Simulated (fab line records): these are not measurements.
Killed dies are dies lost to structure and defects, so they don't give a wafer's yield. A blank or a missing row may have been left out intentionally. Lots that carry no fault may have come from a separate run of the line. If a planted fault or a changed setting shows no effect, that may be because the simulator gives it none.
Which tool did it? ; flow n5-finfet ; 9 lots, 27 wafers sampled, at 5 steps of a route of 1938

WHAT THE GAUGES SHOWED, per wafer
N5_BEOL_M2_THK_MEAS_53: measures by xrf.
lot;measured;on;M2_THK (nm)
L355;day 7 15:40;film-metro-01;40.3 38.2 40.3
L359;day 7 23:50;film-metro-01;39.6 39.6 39.0
L363;day 9 14:44;film-metro-02;37.9 38.9 38.5
L365;day 10 00:40;film-metro-01;39.5 38.2 37.4
L368;day 10 07:15;film-metro-02;40.2 39.3 42.0
L367;day 10 07:39;film-metro-02;37.7 38.5 39.0
L376;day 12 08:16;film-metro-02;143.5 145.3 157.4
L377;day 12 14:37;film-metro-02;147.3 154.9 154.7
L378;day 12 19:09;film-metro-01;37.4 37.6 40.8

TOOL THAT RAN EACH LOT (tool first, then ch and the chambers of the sampled wafers, then the start)
lot;N5_BEOL_M2_SPUTTER_79;N5_BEOL_M2_SPUTTER_90;N5_BEOL_M2_SPUTTER_94;N5_BEOL_M2_CMP_52
L355;pvd-sputter-02, day 7 13:11;pvd-sputter-02, day 7 14:04;pvd-sputter-02, day 7 14:31;cmp-03 ch 0,1,2, day 7 15:26
L359;pvd-sputter-01, day 7 21:30;pvd-sputter-01, day 7 22:23;pvd-sputter-01, day 7 22:49;cmp-02 ch 0,2,3, day 7 23:37
L363;pvd-sputter-01, day 9 12:23;pvd-sputter-01, day 9 13:16;pvd-sputter-01, day 9 13:43;cmp-02 ch 1,2, day 9 14:29
L365;pvd-sputter-02, day 9 22:13;pvd-sputter-02, day 9 23:05;pvd-sputter-02, day 9 23:32;cmp-04 ch 0,3, day 10 00:22
L368;pvd-sputter-01, day 10 04:56;pvd-sputter-01, day 10 05:49;pvd-sputter-01, day 10 06:15;cmp-04 ch 0,3, day 10 07:00
L367;pvd-sputter-02, day 10 05:20;pvd-sputter-02, day 10 06:13;pvd-sputter-02, day 10 06:39;cmp-03 ch 0,1,3, day 10 07:24
L376;pvd-sputter-01, day 12 05:56;pvd-sputter-01, day 12 06:49;pvd-sputter-01, day 12 07:16;cmp-04 ch 2,3, day 12 07:58
L377;pvd-sputter-02, day 12 12:05;pvd-sputter-02, day 12 13:04;pvd-sputter-02, day 12 13:34;cmp-04 ch 0,1,3, day 12 14:23
L378;pvd-sputter-02, day 12 16:32;pvd-sputter-02, day 12 17:32;pvd-sputter-02, day 12 18:01;cmp-02 ch 0,3, day 12 18:51
- N5_BEOL_M2_SPUTTER_79: material Cu, target thk 4.5 nm, time 8.29 s.
- N5_BEOL_M2_SPUTTER_90: material Cu, target thk 4.5 nm, time 8.29 s.
- N5_BEOL_M2_SPUTTER_94: material Cu, target thk 4.5 nm, time 8.29 s.
- N5_BEOL_M2_CMP_52: polishes, stops on SiOC, t overpolish 6.8 s, target thk 40 nm.

THE ANSWER, worked out from the rows above alone
Rule: usual is defined by the lots themselves. Put in order of their means at a reading, lots are off if they are a third of the lots or fewer, leave a main group of 4 or more, and stand apart from it by a gap of 3 or more times the standard deviation of the main group's means; of several such gaps the widest counts. A main group whose means are all the same, to the digits that the tables above print for the reading, isn't used. Also off: a lot with no number at a reading for which 4 or more lots have one. Any other lot the step has rows for is counted as sound.
Off: L376, L377, at N5_BEOL_M2_THK_MEAS_53 (M2_THK). Main group: mean 39.0 nm, sd 0.76.
A tool fits if, at a process step before that reading, it ran every lot that is off, and no sound lot after the first of them. Gauges at N5_BEOL_M2_THK_MEAS_53: tried the same way as those tools. 2 tools fit, cmp-04 at N5_BEOL_M2_CMP_52 and film-metro-02 at N5_BEOL_M2_THK_MEAS_53, so this cannot tell which one it is.

WHAT THE SIMULATOR HAD PUT IN
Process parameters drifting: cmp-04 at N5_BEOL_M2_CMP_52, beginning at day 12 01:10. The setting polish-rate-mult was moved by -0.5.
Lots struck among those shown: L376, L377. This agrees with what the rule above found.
